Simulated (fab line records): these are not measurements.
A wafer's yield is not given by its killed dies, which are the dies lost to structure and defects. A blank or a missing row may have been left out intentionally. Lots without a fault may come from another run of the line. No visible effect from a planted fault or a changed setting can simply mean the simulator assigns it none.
Matching of chambers || flow nand_harc || NHARC_A_STAIRCASE_DESCUM_443 on rie_diel-06: 4 sister chambers
The step chemistry O2, time 3 s. 16 wafers are shown with their chamber, then 8 later ones without.

## EACH WAFER AND ITS CHAMBER
{"wafer": "L074.2", "chamber": 1, "showerhead_plenum_p_Torr (Torr)": 1.96, "oes_product_au (a.u.)": 0.985, "rf_vpp_V (V)": 56.8}
{"wafer": "L074.5", "chamber": 3, "showerhead_plenum_p_Torr (Torr)": 1.78, "oes_product_au (a.u.)": 1.005, "rf_vpp_V (V)": 57.4}
{"wafer": "L074.6", "chamber": 0, "showerhead_plenum_p_Torr (Torr)": 2.00, "oes_product_au (a.u.)": 1.005, "rf_vpp_V (V)": 58.9}
{"wafer": "L075.2", "chamber": 3, "showerhead_plenum_p_Torr (Torr)": 1.78, "oes_product_au (a.u.)": 1.005, "rf_vpp_V (V)": 57.1}
{"wafer": "L075.4", "chamber": 2, "showerhead_plenum_p_Torr (Torr)": 1.88, "oes_product_au (a.u.)": 0.997, "rf_vpp_V (V)": 58.9}
{"wafer": "L075.6", "chamber": 3, "showerhead_plenum_p_Torr (Torr)": 1.78, "oes_product_au (a.u.)": 0.997, "rf_vpp_V (V)": 58.4}
{"wafer": "L075.1", "chamber": 0, "showerhead_plenum_p_Torr (Torr)": 1.99, "oes_product_au (a.u.)": 1.012, "rf_vpp_V (V)": 56.6}
{"wafer": "L075.3", "chamber": 1, "showerhead_plenum_p_Torr (Torr)": 1.96, "oes_product_au (a.u.)": 0.997, "rf_vpp_V (V)": 57.8}
{"wafer": "L075.5", "chamber": 0, "showerhead_plenum_p_Torr (Torr)": 1.99, "oes_product_au (a.u.)": 1.007, "rf_vpp_V (V)": 58.0}
{"wafer": "L078.1", "chamber": 3, "showerhead_plenum_p_Torr (Torr)": 1.77, "oes_product_au (a.u.)": 0.991, "rf_vpp_V (V)": 55.9}
{"wafer": "L078.2", "chamber": 0, "showerhead_plenum_p_Torr (Torr)": 1.99, "oes_product_au (a.u.)": 1.002, "rf_vpp_V (V)": 57.1}
{"wafer": "L078.3", "chamber": 2, "showerhead_plenum_p_Torr (Torr)": 1.88, "oes_product_au (a.u.)": 1.007, "rf_vpp_V (V)": 58.1}
{"wafer": "L082.2", "chamber": 2, "showerhead_plenum_p_Torr (Torr)": 1.88, "oes_product_au (a.u.)": 0.988, "rf_vpp_V (V)": 57.0}
{"wafer": "L082.3", "chamber": 0, "showerhead_plenum_p_Torr (Torr)": 1.99, "oes_product_au (a.u.)": 0.995, "rf_vpp_V (V)": 59.3}
{"wafer": "L082.5", "chamber": 1, "showerhead_plenum_p_Torr (Torr)": 1.95, "oes_product_au (a.u.)": 0.990, "rf_vpp_V (V)": 58.4}
{"wafer": "L087.3", "chamber": 3, "showerhead_plenum_p_Torr (Torr)": 2.07, "oes_product_au (a.u.)": 1.011, "rf_vpp_V (V)": 57.9}

SIGNATURES, as means of the wafers listed above
{"reading": "showerhead_plenum_p_Torr", "chamber 0": 1.9920, "chamber 1": 1.9567, "chamber 2": 1.8800, "chamber 3": 1.8360, "scatter within a chamber": 0.0756}
{"reading": "oes_product_au", "chamber 0": 1.00420, "chamber 1": 0.99067, "chamber 2": 0.99733, "chamber 3": 1.00180, "scatter within a chamber": 0.0074}
{"reading": "rf_vpp_V", "chamber 0": 57.980, "chamber 1": 57.667, "chamber 2": 58.000, "chamber 3": 57.340, "scatter within a chamber": 0.999}
Rule: for each reading, subtract the chamber's mean from the wafer's reading, divide by that reading's scatter and square the result; add these up over the readings and take the root, which gives the wafer's distance from the chamber. The wafer belongs to the nearest chamber; if the next one is less than 2 further off, it can't be placed. How the scatter is found: for the shown wafers, subtract from each reading the mean of its chamber, square and add these, divide the total by (wafers less chambers), then take the root.

## WAFERS MISSING THEIR CHAMBER
{"wafer": "L087.5", "showerhead_plenum_p_Torr (Torr)": 1.87, "oes_product_au (a.u.)": 1.001, "rf_vpp_V (V)": 58.1}
{"wafer": "L087.6", "showerhead_plenum_p_Torr (Torr)": 1.94, "oes_product_au (a.u.)": 1.017, "rf_vpp_V (V)": 58.7}
{"wafer": "L091.2", "showerhead_plenum_p_Torr (Torr)": 1.94, "oes_product_au (a.u.)": 0.994, "rf_vpp_V (V)": 58.2}
{"wafer": "L091.4", "showerhead_plenum_p_Torr (Torr)": 1.98, "oes_product_au (a.u.)": 0.998, "rf_vpp_V (V)": 57.2}
{"wafer": "L091.5", "showerhead_plenum_p_Torr (Torr)": 1.87, "oes_product_au (a.u.)": 0.987, "rf_vpp_V (V)": 58.0}
{"wafer": "L096.2", "showerhead_plenum_p_Torr (Torr)": 1.97, "oes_product_au (a.u.)": 1.007, "rf_vpp_V (V)": 58.7}
{"wafer": "L096.3", "showerhead_plenum_p_Torr (Torr)": 1.86, "oes_product_au (a.u.)": 0.997, "rf_vpp_V (V)": 57.7}
{"wafer": "L096.5", "showerhead_plenum_p_Torr (Torr)": 1.86, "oes_product_au (a.u.)": 1.006, "rf_vpp_V (V)": 57.7}

## WHICH CHAMBER EACH ONE RAN IN
{"wafer": "L087.5", "from the rows above": "can't be placed: 2 or 3 or 0 or 1", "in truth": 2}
{"wafer": "L087.6", "from the rows above": "can't be placed: 0 or 3 or 2 or 1", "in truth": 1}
{"wafer": "L091.2", "from the rows above": "can't be placed: 1 or 2 or 0 or 3", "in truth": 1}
{"wafer": "L091.4", "from the rows above": "can't be placed: 1 or 0 or 2 or 3", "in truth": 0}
{"wafer": "L091.5", "from the rows above": "can't be placed: 1 or 2 or 3 or 0", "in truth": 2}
{"wafer": "L096.2", "from the rows above": "can't be placed: 0 or 2 or 3 or 1", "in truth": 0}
{"wafer": "L096.3", "from the rows above": "can't be placed: 2 or 3 or 1 or 0", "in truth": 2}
{"wafer": "L096.5", "from the rows above": "can't be placed: 3 or 2 or 0 or 1", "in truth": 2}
Correctly placed: 0 of 8. From these rows, 8 cannot be placed; in 8 the true chamber is one of the candidates. Number placed wrongly: 0.
